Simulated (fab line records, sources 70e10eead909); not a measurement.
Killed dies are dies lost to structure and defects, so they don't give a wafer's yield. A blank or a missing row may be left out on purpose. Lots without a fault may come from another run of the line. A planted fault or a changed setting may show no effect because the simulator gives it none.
Which tool did it? | flow nand_harc | 6 lots, 18 wafers sampled, at 4 steps of a route of 1302

WHAT THE GAUGES READ, wafer by wafer
NHARC_END_SORT_01.
lot  | measured     | on        | killed_dies
L133 | day 25 18:53 | prober-01 | 46 47 55
L137 | day 26 13:55 | prober-02 | 58 65 76
L139 | day 27 10:04 | prober-01 | 96 106 84
L149 | day 31 12:09 | prober-02 | 677 677 677
L155 | day 34 04:44 | prober-02 | 48 57 61
L152 | day 34 12:37 | prober-01 | 50 33 49

WHICH TOOL RAN EACH LOT (tool, then ch and the chambers of the sampled wafers, then the start)
lot  | NHARC_A_BONDPAD_ETCH_12            | NHARC_A_BONDPAD_DEGAS_25     | NHARC_A_BONDPAD_PRE_CLEAN_26
L133 | rie_diel-08 ch 0,1, day 24 03:43   | pvd_sputter-01, day 24 04:31 | pvd_sputter-01, day 25 18:53 or earlier
L137 | rie_diel-08 ch 0,1,2, day 25 08:34 | pvd_sputter-03, day 25 09:20 | pvd_sputter-03, day 26 13:55 or earlier
L139 | rie_diel-08 ch 0,3, day 26 04:57   | pvd_sputter-01, day 26 05:44 | pvd_sputter-01, day 27 10:04 or earlier
L149 | rie_diel-08 ch 1,3, day 30 01:56   | pvd_sputter-02, day 30 02:43 | pvd_sputter-02, day 31 12:09 or earlier
L155 | rie_diel-04 ch 0,1, day 32 22:25   | pvd_sputter-02, day 32 23:11 | pvd_sputter-02, day 34 04:44 or earlier
L152 | rie_diel-08 ch 0,1,2, day 33 03:16 | pvd_sputter-01, day 33 04:02 | pvd_sputter-01, day 34 12:37 or earlier
- NHARC_A_BONDPAD_ETCH_12: etches the open film in CHF3/O2, target depth 220 nm, time 110 s.
- NHARC_A_BONDPAD_DEGAS_25: time 60 s.
- NHARC_A_BONDPAD_PRE_CLEAN_26: time 30 s.

THE ANSWER, worked out from the rows above alone
Rule: what is usual is taken from the lots themselves. Put in order of their means at a reading, lots are off if they are a third of the lots or fewer, leave a main group of 4 or more, and stand apart from it by a gap of 3 or more times the standard deviation of the main group's means; of several such gaps the widest counts. A main group whose means are all the same, to the digits that the tables above print for the reading, isn't used. A lot without any number at a reading at which 4 lots or more have one is off too. The other lots that the step has rows for count as sound.
Off: L149, at NHARC_END_SORT_01 (killed_dies). The main group: mean 62, standard deviation 18.
A tool fits if, at a process step before that reading, it ran every lot that is off, and no sound lot after the first of them. The gauges at NHARC_END_SORT_01 are tried like those tools. NHARC_A_BONDPAD_PRE_CLEAN_26 gives no start for some lots, so the hours and the order of its lots are those of NHARC_END_SORT_01. None of those tried fits.

WHAT THE SIMULATOR HAD PUT IN
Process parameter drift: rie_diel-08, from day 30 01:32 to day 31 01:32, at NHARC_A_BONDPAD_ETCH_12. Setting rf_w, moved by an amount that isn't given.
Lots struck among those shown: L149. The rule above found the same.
